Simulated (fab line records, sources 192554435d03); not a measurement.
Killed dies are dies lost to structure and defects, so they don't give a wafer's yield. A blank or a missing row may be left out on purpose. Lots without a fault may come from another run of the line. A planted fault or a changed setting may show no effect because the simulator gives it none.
Chamber matching | flow n5_finfet | N5_BEOL_M5_ETCH_62 on rie_diel-03: 4 sister chambers
The step etches SOC in N2/H2, target depth 75 nm, overetch 15 nm, time 112.5 s. 18 wafers are shown with their chamber, then 9 later ones without.

WAFERS WITH THEIR CHAMBER
wafer  | chamber | showerhead_plenum_p_Torr (Torr) | throttle_valve_pct (%) | oes_product_au (a.u.)
L077.1 | 3       | 2.46                            | 17.79                  | 0.63
L077.2 | 2       | 2.44                            | 17.92                  | 0.58
L077.5 | 3       | 2.45                            | 17.82                  | 0.63
L082.2 | 1       | 2.59                            | 17.44                  | 0.77
L082.4 | 2       | 2.43                            | 17.93                  | 0.58
L082.6 | 2       | 2.43                            | 17.94                  | 0.58
L083.1 | 0       | 2.42                            | 17.84                  | 0.59
L083.2 | 1       | 2.59                            | 17.45                  | 0.76
L083.3 | 2       | 2.43                            | 17.94                  | 0.58
L084.2 | 1       | 2.59                            | 17.48                  | 0.74
L084.4 | 2       | 2.43                            | 17.95                  | 0.57
L084.5 | 0       | 2.42                            | 17.85                  | 0.59
L089.1 | 3       | 2.45                            | 17.84                  | 0.62
L089.5 | 1       | 2.59                            | 17.49                  | 0.74
L089.6 | 0       | 2.42                            | 17.87                  | 0.58
L090.1 | 0       | 2.41                            | 17.87                  | 0.58
L090.3 | 3       | 2.45                            | 17.84                  | 0.61
L090.4 | 2       | 2.43                            | 17.96                  | 0.56

SIGNATURES (means of the wafers above)
reading                  | chamber 0 | chamber 1 | chamber 2 | chamber 3 | scatter within a chamber
showerhead_plenum_p_Torr | 2.4175    | 2.5900    | 2.4317    | 2.4525    | 0.00408
throttle_valve_pct       | 17.8575   | 17.4650   | 17.9400   | 17.8225   | 0.019
oes_product_au           | 0.5850    | 0.7525    | 0.5750    | 0.6225    | 0.01
Rule: a wafer's distance from a chamber is the root of the sum, over the readings, of the square of ((its reading less the chamber's mean) divided by the reading's scatter). The wafer belongs to the nearest chamber; if the next one is less than 2 further off, it can't be placed. The scatter: the root of (the sum of the squares of (reading less its chamber's mean) over the shown wafers, divided by (wafers less chambers)).

WAFERS WITHOUT THEIR CHAMBER
wafer  | showerhead_plenum_p_Torr (Torr) | throttle_valve_pct (%) | oes_product_au (a.u.)
L094.1 | 2.42                            | 17.96                  | 0.55
L094.5 | 2.41                            | 17.88                  | 0.58
L094.6 | 2.58                            | 17.50                  | 0.71
L096.1 | 2.42                            | 18.00                  | 0.56
L096.4 | 2.58                            | 17.51                  | 0.70
L096.5 | 2.42                            | 17.99                  | 0.57
L097.1 | 2.58                            | 17.50                  | 0.69
L097.3 | 2.42                            | 18.01                  | 0.56
L097.5 | 2.58                            | 17.54                  | 0.69

WHICH CHAMBER EACH WENT THROUGH
wafer  | from the rows above | in truth
L094.1 | 2                   | 2
L094.5 | 0                   | 0
L094.6 | 1                   | 1
L096.1 | 2                   | 2
L096.4 | 1                   | 1
L096.5 | 2                   | 2
L097.1 | 1                   | 1
L097.3 | 2                   | 2
L097.5 | 1                   | 1
Placed correctly: 9 of 9. Can't be placed from these rows: 0. Placed wrongly: 0.
